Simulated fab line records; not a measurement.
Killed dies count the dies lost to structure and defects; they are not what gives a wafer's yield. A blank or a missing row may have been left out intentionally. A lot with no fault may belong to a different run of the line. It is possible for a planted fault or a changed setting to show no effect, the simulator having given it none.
The tool behind it: which one? :: flow nand_harc :: 12 lots, 36 wafers sampled, at 6 steps of a route of 1159

## WHAT THE GAUGES SHOWED, per wafer
NHARC_P_M2_OVL_MEAS_10: pitch 340 nm. Usual: overlay_x_nm 0.2 nm, standard deviation 0.8; overlay_y_nm -0.1 nm, standard deviation 0.9.
lot: L997
measured: day 6 07:08
on: overlay-02
overlay_x_nm (nm): 0.0 0.1 0.5
overlay_y_nm (nm): -0.3 -0.3 -1.0
flag: 

lot: L999
measured: day 6 14:23
on: overlay-02
overlay_x_nm (nm): -0.5 -0.2 -0.4
overlay_y_nm (nm): 0.0 -0.6 -0.6
flag: 

lot: L998
measured: day 6 17:47
on: overlay-02
overlay_x_nm (nm): -2.0 -1.5 -1.8
overlay_y_nm (nm): -0.6 -0.8 -0.2
flag: 

lot: L100
measured: day 6 19:11
on: overlay-01
overlay_x_nm (nm): 0.7 1.1 0.5
overlay_y_nm (nm): 0.8 0.8 0.7
flag: 

lot: L101
measured: day 7 08:34
on: overlay-02
overlay_x_nm (nm): 0.4 0.2 1.0
overlay_y_nm (nm): -0.3 -0.6 0.1
flag: 

lot: L103
measured: day 7 10:20
on: overlay-02
overlay_x_nm (nm): -0.6 -0.9 -0.6
overlay_y_nm (nm): 1.3 1.3 1.5
flag: 

lot: L105
measured: day 8 02:56
on: overlay-01
overlay_x_nm (nm): -0.9 -1.0 -1.3
overlay_y_nm (nm): 1.4 1.4 1.1
flag: 

lot: L106
measured: day 8 09:23
on: overlay-02
overlay_x_nm (nm): 0.3 -0.1 -0.2
overlay_y_nm (nm): 1.1 1.5 0.8
flag: 

lot: L107
measured: day 8 19:34
on: overlay-01
overlay_x_nm (nm): 0.0 -0.1 0.5
overlay_y_nm (nm): 0.3 -0.5 -0.2
flag: 

lot: L113
measured: day 10 11:08
on: overlay-02
overlay_x_nm (nm): 0.3 0.6 0.5
overlay_y_nm (nm): -0.1 -0.9 -0.4
flag: 

lot: L117
measured: day 11 04:05
on: overlay-01
overlay_x_nm (nm): -0.3 0.0 0.3
overlay_y_nm (nm): 0.0 0.1 0.3
flag: 

lot: L120
measured: day 11 20:54
on: overlay-01
overlay_x_nm (nm): 1.7 1.6 1.6
overlay_y_nm (nm): 0.0 0.7 0.2
flag: 

NHARC_P_M2_THK_MEAS_24: measures by xrf. Usual: 144.2 nm for thk_nm, sd 1.5.
lot: L997
measured: day 6 09:42
on: film_metro-01
thk_nm (nm): 143.8 143.7 144.6
flag: 

lot: L999
measured: day 6 16:59
on: film_metro-02
thk_nm (nm): 145.5 143.9 143.9
flag: 

lot: L998
measured: day 6 20:34
on: film_metro-02
thk_nm (nm): 144.6 142.9 144.2
flag: 

lot: L100
measured: day 6 21:47
on: film_metro-01
thk_nm (nm): 145.2 141.4 144.4
flag: 

lot: L101
measured: day 7 11:06
on: film_metro-02
thk_nm (nm): 143.7 145.5 143.2
flag: 

lot: L103
measured: day 7 12:59
on: film_metro-02
thk_nm (nm): 143.8 144.0 143.0
flag: 

lot: L105
measured: day 8 05:27
on: film_metro-01
thk_nm (nm): 146.5 145.7 142.0
flag: 

lot: L106
measured: day 8 12:01
on: film_metro-02
thk_nm (nm): 146.1 146.6 143.9
flag: 

lot: L107
measured: day 8 22:05
on: film_metro-01
thk_nm (nm): 144.0 145.7 144.3
flag: 

lot: L113
measured: day 10 13:41
on: film_metro-01
thk_nm (nm): 145.6 136.5 136.3
flag: OFF

lot: L117
measured: day 11 06:47
on: film_metro-02
thk_nm (nm): 147.1 144.3 143.8
flag: 

lot: L120
measured: day 11 23:28
on: film_metro-01
thk_nm (nm): 146.4 143.4 140.5
flag: 

NHARC_END_SORT_01. Usual: defect_limited_yield 95.6 %, standard deviation 1.6; killed_at_array 26, standard deviation 10; killed_at_other 0.5, standard deviation 0.87; killed_at_periphery 3.0, standard deviation 2.5; killed_dies 29, standard deviation 11; killed_open 3.3, standard deviation 1.9; killed_short 1.8, standard deviation 1.5; sort_bin_2_pct 1.3 %, standard deviation 0.63; sort_bin_3_pct 0.25 %, standard deviation 0.22; sort_bin_4_pct 2.8 %, standard deviation 1.1; sort_n_pass 648, standard deviation 11; sort_rim_yield_pct 96.5 %, standard deviation 2.6; sort_yield_pct 95.6 %, standard deviation 1.6.
lot: L999
measured: day 19 20:32
on: prober-02
defect_limited_yield (%): 99.0 97.6 97.5
killed_at_array: 7 12 16
killed_at_other: 0 1 0
killed_at_periphery: 0 3 1
killed_dies: 7 16 17
killed_open: 3 2 8
killed_short: 1 3 4
sort_bin_2_pct (%): 0.1 0.4 0.6
sort_bin_3_pct (%): 0.15 0 0.15
sort_bin_4_pct (%): 0.7 1.9 1.8
sort_n_pass: 670 661 660
sort_rim_yield_pct (%): 100.0 96.2 99.1
sort_yield_pct (%): 99.0 97.6 97.5
flag: 

## EACH LOT AND THE TOOL THAT RAN IT (in order: tool; ch and the chambers of the sampled wafers; start)
lot: L997
NHARC_P_M1_PRE_CLEAN_32: pecvd-02 ch 0,1,2, day 6 05:35
NHARC_P_M2_DEGAS_29: pvd_sputter-02, day 6 08:19
NHARC_P_M2_CMP_23: cmp-01 ch 0,2,3, day 6 09:23

lot: L999
NHARC_P_M1_PRE_CLEAN_32: pecvd-02 ch 0,1,2, day 6 12:41
NHARC_P_M2_DEGAS_29: pvd_sputter-03, day 6 15:34
NHARC_P_M2_CMP_23: cmp-03 ch 0,1,3, day 6 16:40

lot: L998
NHARC_P_M1_PRE_CLEAN_32: pecvd-01 ch 0,1, day 6 16:13
NHARC_P_M2_DEGAS_29: pvd_sputter-03, day 6 19:07
NHARC_P_M2_CMP_23: cmp-01 ch 0,2,3, day 6 20:18

lot: L100
NHARC_P_M1_PRE_CLEAN_32: pecvd-01 ch 0,1, day 6 17:43
NHARC_P_M2_DEGAS_29: pvd_sputter-03, day 6 20:23
NHARC_P_M2_CMP_23: cmp-03 ch 0,3, day 6 21:28

lot: L101
NHARC_P_M1_PRE_CLEAN_32: pecvd-02 ch 0,1,2, day 7 07:10
NHARC_P_M2_DEGAS_29: pvd_sputter-02, day 7 09:41
NHARC_P_M2_CMP_23: cmp-03 ch 2,3, day 7 10:46

lot: L103
NHARC_P_M1_PRE_CLEAN_32: pecvd-01 ch 0,2, day 7 08:55
NHARC_P_M2_DEGAS_29: pvd_sputter-03, day 7 11:30
NHARC_P_M2_CMP_23: cmp-03 ch 1,2,3, day 7 12:40

lot: L105
NHARC_P_M1_PRE_CLEAN_32: pecvd-02 ch 0,1, day 8 01:39
NHARC_P_M2_DEGAS_29: pvd_sputter-03, day 8 04:03
NHARC_P_M2_CMP_23: cmp-04 ch 1,2,3, day 8 05:10

lot: L106
NHARC_P_M1_PRE_CLEAN_32: pecvd-02 ch 0,2, day 8 07:59
NHARC_P_M2_DEGAS_29: pvd_sputter-02, day 8 10:31
NHARC_P_M2_CMP_23: cmp-04 ch 1,2, day 8 11:43

lot: L107
NHARC_P_M1_PRE_CLEAN_32: pecvd-03 ch 0,1,2, day 8 18:13
NHARC_P_M2_DEGAS_29: pvd_sputter-03, day 8 20:43
NHARC_P_M2_CMP_23: cmp-03 ch 0,2,3, day 8 21:52

lot: L113
NHARC_P_M1_PRE_CLEAN_32: pecvd-01 ch 0,1, day 10 09:44
NHARC_P_M2_DEGAS_29: pvd_sputter-03, day 10 12:17
NHARC_P_M2_CMP_23: cmp-04 ch 0,2,3, day 10 13:22

lot: L117
NHARC_P_M1_PRE_CLEAN_32: pecvd-03 ch 0,1, day 11 02:49
NHARC_P_M2_DEGAS_29: pvd_sputter-03, day 11 05:21
NHARC_P_M2_CMP_23: cmp-01 ch 0,1,2, day 11 06:28

lot: L120
NHARC_P_M1_PRE_CLEAN_32: pecvd-02 ch 0,1,2, day 11 19:28
NHARC_P_M2_DEGAS_29: pvd_sputter-02, day 11 22:04
NHARC_P_M2_CMP_23: cmp-03 ch 1,2,3, day 11 23:11
- NHARC_P_M1_PRE_CLEAN_32: time 12 s.
- NHARC_P_M2_DEGAS_29: time 60 s.
- NHARC_P_M2_CMP_23: polishes, t overpolish 20 s, target thk 144.3 nm.

## WHAT THE TOOLS THEMSELVES READ (means of the sampled wafers that have a number; where no wafer has one, the mark that the record gives instead)
NHARC_P_M1_PRE_CLEAN_32. Usual: 648 W for heater_power_w, sd 57.
lot: L997
tool: pecvd-02
heater_power_w (W): 619
flag: 

lot: L999
tool: pecvd-02
heater_power_w (W): 626
flag: 

lot: L998
tool: pecvd-01
heater_power_w (W): 687
flag: 

lot: L100
tool: pecvd-01
heater_power_w (W): 649
flag: 

lot: L101
tool: pecvd-02
heater_power_w (W): 640
flag: 

lot: L103
tool: pecvd-01
heater_power_w (W): 661
flag: 

lot: L105
tool: pecvd-02
heater_power_w (W): 649
flag: 

lot: L106
tool: pecvd-02
heater_power_w (W): 634
flag: 

lot: L107
tool: pecvd-03
heater_power_w (W): 650
flag: 

lot: L113
tool: pecvd-01
heater_power_w (W): 643
flag: 

lot: L117
tool: pecvd-03
heater_power_w (W): 686
flag: 

lot: L120
tool: pecvd-02
heater_power_w (W): 646
flag: 

NHARC_P_M2_DEGAS_29. Usual: 344 W for heater_power_w, sd 34.
lot: L997
tool: pvd_sputter-02
heater_power_w (W): 367
flag: 

lot: L999
tool: pvd_sputter-03
heater_power_w (W): 354
flag: 

lot: L998
tool: pvd_sputter-03
heater_power_w (W): 339
flag: 

lot: L100
tool: pvd_sputter-03
heater_power_w (W): 350
flag: 

lot: L101
tool: pvd_sputter-02
heater_power_w (W): 342
flag: 

lot: L103
tool: pvd_sputter-03
heater_power_w (W): 358
flag: 

lot: L105
tool: pvd_sputter-03
heater_power_w (W): 359
flag: 

lot: L106
tool: pvd_sputter-02
heater_power_w (W): 335
flag: 

lot: L107
tool: pvd_sputter-03
heater_power_w (W): 357
flag: 

lot: L113
tool: pvd_sputter-03
heater_power_w (W): 337
flag: 

lot: L117
tool: pvd_sputter-03
heater_power_w (W): 353
flag: 

lot: L120
tool: pvd_sputter-02
heater_power_w (W): 366
flag: 

NHARC_P_M2_CMP_23. Usual: motor_current_A 11.3 A, standard deviation 1.2; retaining_ring_pressure_frac 1.000, standard deviation 0.0053; time_to_endpoint_s 28 s, standard deviation 3.
lot: L997
tool: cmp-01
motor_current_A (A): 12.3
retaining_ring_pressure_frac: 1.003
time_to_endpoint_s (s): 27
flag: 

lot: L999
tool: cmp-03
motor_current_A (A): 11.4
retaining_ring_pressure_frac: 0.998
time_to_endpoint_s (s): 26
flag: 

lot: L998
tool: cmp-01
motor_current_A (A): 12.2
retaining_ring_pressure_frac: 0.999
time_to_endpoint_s (s): 28
flag: 

lot: L100
tool: cmp-03
motor_current_A (A): 11.6
retaining_ring_pressure_frac: 1.000
time_to_endpoint_s (s): 29
flag: 

lot: L101
tool: cmp-03
motor_current_A (A): 10.8
retaining_ring_pressure_frac: 0.996
time_to_endpoint_s (s): 28
flag: 

lot: L103
tool: cmp-03
motor_current_A (A): 10.5
retaining_ring_pressure_frac: 1.002
time_to_endpoint_s (s): 28
flag: 

lot: L105
tool: cmp-04
motor_current_A (A): 11.4
retaining_ring_pressure_frac: 1.007
time_to_endpoint_s (s): 33
flag: 

lot: L106
tool: cmp-04
motor_current_A (A): 9.9
retaining_ring_pressure_frac: 1.006
time_to_endpoint_s (s): 31
flag: 

lot: L107
tool: cmp-03
motor_current_A (A): 10.7
retaining_ring_pressure_frac: 1.001
time_to_endpoint_s (s): 29
flag: 

lot: L113
tool: cmp-04
motor_current_A (A): 11.7
retaining_ring_pressure_frac: 1.003
time_to_endpoint_s (s): 21
flag: 

lot: L117
tool: cmp-01
motor_current_A (A): 12.4
retaining_ring_pressure_frac: 0.999
time_to_endpoint_s (s): 31
flag: 

lot: L120
tool: cmp-03
motor_current_A (A): 10.5
retaining_ring_pressure_frac: 0.993
time_to_endpoint_s (s): 28
flag: 

## THE ANSWER, worked out from the rows above alone
Rule: a lot is off if the mean of its wafers that have a number lies more than 3 standard deviations from the usual mean. Also off: a lot with no number at a reading for which 4 or more lots have one. Where the step has rows for the other lots, those lots are counted as sound. First the gauges in route order, then the tools' own readings, where a lot's mean is used as printed above. At the first step where some lot is off, the reading lying furthest off is the one used; lots without a number count as furthest.
Off: L113, at NHARC_P_M2_THK_MEAS_24 (thk_nm).
A tool fits if, at a process step before that reading, it ran every lot that is off, and no sound lot after the first of them. Gauges at NHARC_P_M2_THK_MEAS_24: tried the same way as those tools. Undecided on this evidence; 2 tools fit (pecvd-01 at NHARC_P_M1_PRE_CLEAN_32, cmp-04 at NHARC_P_M2_CMP_23).

## WHAT THE SIMULATOR HAD PUT IN
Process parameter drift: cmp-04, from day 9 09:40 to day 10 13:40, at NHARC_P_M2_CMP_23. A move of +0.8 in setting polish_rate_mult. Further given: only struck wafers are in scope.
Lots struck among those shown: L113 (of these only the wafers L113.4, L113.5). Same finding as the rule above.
